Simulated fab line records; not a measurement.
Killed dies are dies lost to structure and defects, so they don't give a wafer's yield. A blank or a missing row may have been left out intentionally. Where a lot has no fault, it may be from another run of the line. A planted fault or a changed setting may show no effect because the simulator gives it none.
Split-lot experiment ; flow n5_finfet ; route with 1938 steps; 7 lots, 21 wafers read

## THE SPLIT
At N5_BEOL_M7_DEP_56 (deposits SiCN from 3MS/NH3, target thk 10 nm, time 17.5 s), the setting time_s was moved away from the recipe's 17.5 s on 6 of the 21 wafers read, by -10.1% to +10.4%. For the rest of the wafers, this setting stayed at what the recipe calls for.

The reading is taken at the split's own step.

## THE READING
SiCN_of_BEOL_M7_DEP_56.thk_nm (the simulator's own value, which no gauge read), in nm, at N5_BEOL_M7_DEP_56 (deposits SiCN from 3MS/NH3, target thk 10 nm, time 17.5 s). There is no usual value for it anywhere in the file. The 15 wafers here that ran the recipe average 10.0 nm, standard deviation 0.18 nm.

wafer;tool, chamber at the split;time_s as run, s;against the recipe;SiCN_of_BEOL_M7_DEP_56.thk_nm, nm;against lot-mates on the recipe
L076.1;pecvd-01, 1;17.5;recipe;9.8;-
L076.4;pecvd-01, 2;16.21;-7.4%;9.4;-0.5
L076.6;pecvd-01, 0;17.5;recipe;10;-
L079.2;pecvd-04, 0;17.5;recipe;10;-
L079.3;pecvd-04, 0;17.5;recipe;10;-
L079.6;pecvd-04, 0;17.5;recipe;10;-
L081.3;pecvd-01, 1;17.5;recipe;10.2;-
L081.5;pecvd-01, 1;17.5;recipe;10.2;-
L081.4;pecvd-01, 2;16.81;-3.9%;9.6;-0.6
L083.1;pecvd-01, 2;19.32;+10.4%;10.8;+0.6
L083.6;pecvd-01, 2;19.32;+10.4%;10.8;+0.6
L083.3;pecvd-01, 0;17.5;recipe;10.2;-
L086.1;pecvd-02, 2;17.5;recipe;10;-
L086.2;pecvd-02, 0;15.73;-10.1%;8.8;-1.0
L086.3;pecvd-02, 1;17.5;recipe;9.6;-
L088.4;pecvd-02, 0,1;17.5;recipe;9.8;-
L088.6;pecvd-02, 0,1;17.5;recipe;9.8;-
L088.5;pecvd-02, 2;17.5;recipe;10;-
L089.1;pecvd-04, 2,0;17.5;recipe;10.2;-
L089.6;pecvd-04, 2,0;17.5;recipe;10.2;-
L089.2;pecvd-04, 1;15.77;-9.9%;9.2;-1.0
Rows listing several chambers each stand for several wafers; the file does not say which wafer went through which chamber.

FIT RESULTS
A straight line over all 21 wafers: SiCN_of_BEOL_M7_DEP_56.thk_nm changes by +0.0873 nm for each +1% of time_s; r = +0.93; the points scatter about the line by 0.18 nm.
The same after taking each lot's own level away (the mean of its wafers on the recipe; 21 wafers): +0.0781 nm for each +1%; r = +0.95; scatter 0.14 nm.
Per that fit: largest time_s move, reading shift of 0.81 nm.
From 9.80 to 10.20 nm: that is the span of the lots' own levels, equal to 2.2 times the standard deviation above.
Hence the slope depends on the lot-to-lot level, as the two fits are not the same.
Check: for one of the wafers moved furthest among these (+10.4%), held out of the fit, the line's prediction against its lot-mates is +0.829 nm. It came out at +0.6 nm against them.

## ADDITIONAL SPLITS CARRIED BY THESE WAFERS
These wafers also went through other splits before the reading. Each is held against what the fit with the lots' levels taken away leaves over:
other split on the same wafers;wafers away from the commonest value;r with SiCN_of_BEOL_M7_DEP_56.thk_nm (lot level and that fit taken away)
N5_BEOL_M6_ALD_77 ald_cycles;10;+0.03

## FILE'S OWN FIT
SiCN_of_BEOL_M7_DEP_56.thk_nm changes by +0.0854 nm for each +1% of time_s, r = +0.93.
